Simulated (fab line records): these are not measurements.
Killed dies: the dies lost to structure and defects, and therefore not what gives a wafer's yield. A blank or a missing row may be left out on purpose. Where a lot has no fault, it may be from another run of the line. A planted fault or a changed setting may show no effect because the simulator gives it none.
A lot that was struck, set against a sound lot :: flow n5Finfet :: 38 steps out of a route of 1938
Sound: wafers L385.2, L385.3, L385.6. Wafers struck: L394.1, L394.4, L394.6. The cause is named last.
Order at every step that has rows: each side's tool, ch and its chambers, its first start. Under that, the readings that differ: sound wafers :: struck wafers :: difference of the means :: sigmas: that difference in standard deviations of wafers without a fault.
alike: words and numbers the same on both sides, and readings whose means are apart by under 2 such deviations; not compared: readings that were withheld, readings missing a value for some wafer, numbers with overlapping values and no deviation given by the record, and bounds like >300 which may hide the same value.
The two part at a step that has a row with sigmas, a row that says differs or no value, or rows on one side only. Numbers that don't overlap but have no deviation are shown without sigmas and don't part them. A reading that every wafer of one side lacks parts them only if that side has two wafers or more.

first, 9 steps without rows for these wafers: N5_BEOL_M3_ANNEAL_95 (time 240 s); N5_BEOL_M3_SPUTTER_96 (material Cu, target thk 4.5 nm, time 8.29 s); N5_BEOL_M3_ECD_50 (material Cu, target thk 300 nm); N5_BEOL_M3_ANNEAL_51 (time 90 s); N5_BEOL_M3_CMP_52 (polishes, stops on SiOC, t overpolish 6.8 s, target thk 40 nm); N5_BEOL_M3_PRE_CLEAN_60 (time 15 s); N5_BEOL_M3_CO_CAP_55 (material Co, precursor CCTBA/H2, target thk 2 nm, time 102.1 s); N5_BEOL_M3_PRE_CLEAN_56 (time 15 s); N5_BEOL_M3_DEP_57 (deposits SiCN from 3MS/NH3, target thk 8 nm, time 14 s).
N5_BEOL_M4_ILD_DEP_00: deposits SiOC from DEMS/O2, target thk 79 nm, time 15.3 s.
  sound on pecvd-02 ch 0,1, day 8 13:47; struck on pecvd-02 ch 0,2, day 11 13:28
reading: model.SiOC_of_BEOL_M4_ILD_DEP_00.thkNm (nm)
sound: 78.2 78 80.6
struck: 108.6 110.4 109.6
difference: +30.6
sigmas: 
  alike: chamberPressureTorr, heaterPowerOuterW, heaterPowerW, showerheadPlenumPTorr, throttleValvePct
  not compared: sinceWetCleanH
N5_BEOL_M4_THK_MEAS_01:
  sound: filmMetro-02 at day 8 13:52; struck: filmMetro-01 at day 11 13:32
reading: M4_ILD_THK (nm)
sound: 78.3 78.1 80.7
struck: 108.5 110.4 109.7
difference: +30.5
sigmas: +31
then, 24 steps without rows for these wafers: N5_BEOL_M4_PECVD_72 (deposits SiO2 from TEOS/O2, target thk 16 nm, time 18 s); N5_BEOL_M4_HM_DEP_02 (deposits TiN, target thk 20 nm); N5_BEOL_M4_COAT_61 (time 60 s, resist thk 60 nm); N5_BEOL_M4_COAT_62 (time 60 s, resist thk 12 nm); N5_BEOL_M4_COAT_73 (time 60 s, resist thk 5 nm); N5_BEOL_M4_COAT_05 (resist thk 30 nm); N5_BEOL_M4_EBR_07; N5_BEOL_M4_SOFTBAKE_06 (time 60 s); N5_BEOL_M4_EXPOSE_08 (exposes mask M4); N5_BEOL_M4_PEB_09 (peb time 60 s); N5_BEOL_M4_DEVELOP_10 (develop time 30 s); N5_BEOL_M4_DESCUM_16 (chemistry O2, time 7 s); N5_BEOL_M4_ETCH_74 (etches underlayer in N2/H2, target depth 6.5 nm, time 5.2 s); N5_BEOL_M4_ETCH_63 (etches SiARC in CF4, target depth 15.6 nm, time 26 s); N5_BEOL_M4_ETCH_64 (etches SOC in N2/H2, target depth 75 nm, overetch 22.5 nm, time 121.9 s); N5_BEOL_M4_STRIP_65 (strips in N2/H2); N5_BEOL_M4_STRIP_75 (strips in N2/H2); N5_BEOL_M4_STRIP_66 (strips in CF4); N5_BEOL_M4_HM_OPEN_17 (chemistry Cl2/BCl3, target TiN, target depth 20 nm, overetch 6 nm); N5_BEOL_M4_STRIP_19 (strips in O2); N5_BEOL_M4_COAT_67 (time 60 s, resist thk 60 nm); N5_BEOL_M4_COAT_68 (time 60 s, resist thk 12 nm); N5_BEOL_M4_COAT_76 (time 60 s, resist thk 5 nm); N5_BEOL_M4_COAT_22 (resist thk 30 nm).
N5_BEOL_M4_CMP_52: polishes, stops on SiOC, t overpolish 6.8 s, target thk 40 nm.
  sound on cmp-04 ch 0,1, day 9 08:37; struck on cmp-03 ch 1,2, day 11 23:08
reading: model.SiOC_of_BEOL_M4_ILD_DEP_00.thkNm (nm)
sound: 75.2 75 77.6
struck: 105.6 107.4 106.6
difference: +30.6
sigmas: 
  alike: clearingPlatenDownForcePsi, motorCurrentA, retainingRingPressureFrac
N5_BEOL_M4_RC_MEAS_101:
  the record has rows for the sound wafers here (prober-01 ch 0, day 9 09:25) and none for the struck ones
-- here the record skips 4 days between the struck wafers' starts before and after, leaving off in module BEOL_M4 and picking up in module PASSIVATION (first step shown: number 1936 of the route) --
N5_PASSIVATION_PROBE_49:
  sound: prober-01 at day 14 12:07; struck: prober-01 at day 16 07:25
reading: defectLimitedYield (%)
sound: 89.3 89.7 89.3
struck: 0.2 0.3 0.3
difference: -89.2
sigmas: -59

reading: killed_at_M4_up
sound: 22 13 11
struck: 1085 1075 1114
difference: +1076
sigmas: +99 or more

reading: killedDies
sound: 126 121 126
struck: 1178 1177 1177
difference: +1053
sigmas: +62

reading: killedOnRim
sound: 18 18 16
struck: 151 149 149
difference: +132
sigmas: +39

reading: sort_bin_5_function (%)
sound: 6.1 5.7 7.0
struck: 95.8 95.5 96.9
difference: +89.8
sigmas: +95

reading: sortNPass
sound: 1054 1059 1054
struck: 2 3 3
difference: -1053
sigmas: -62

reading: sortYieldPct (%)
sound: 89.3 89.7 89.3
struck: 0.2 0.3 0.3
difference: -89.2
sigmas: -59
  alike: killed_at_M0_to_M3, killedAtContacts, killedAtFrontEnd, killedAtOther, killedOpen, killedShort, sort_bin_6_memory

WHERE THEY PART
Last at N5_PASSIVATION_PROBE_49 as far as this record goes, first at N5_BEOL_M4_THK_MEAS_01.

WHY: what had been put in by the simulator
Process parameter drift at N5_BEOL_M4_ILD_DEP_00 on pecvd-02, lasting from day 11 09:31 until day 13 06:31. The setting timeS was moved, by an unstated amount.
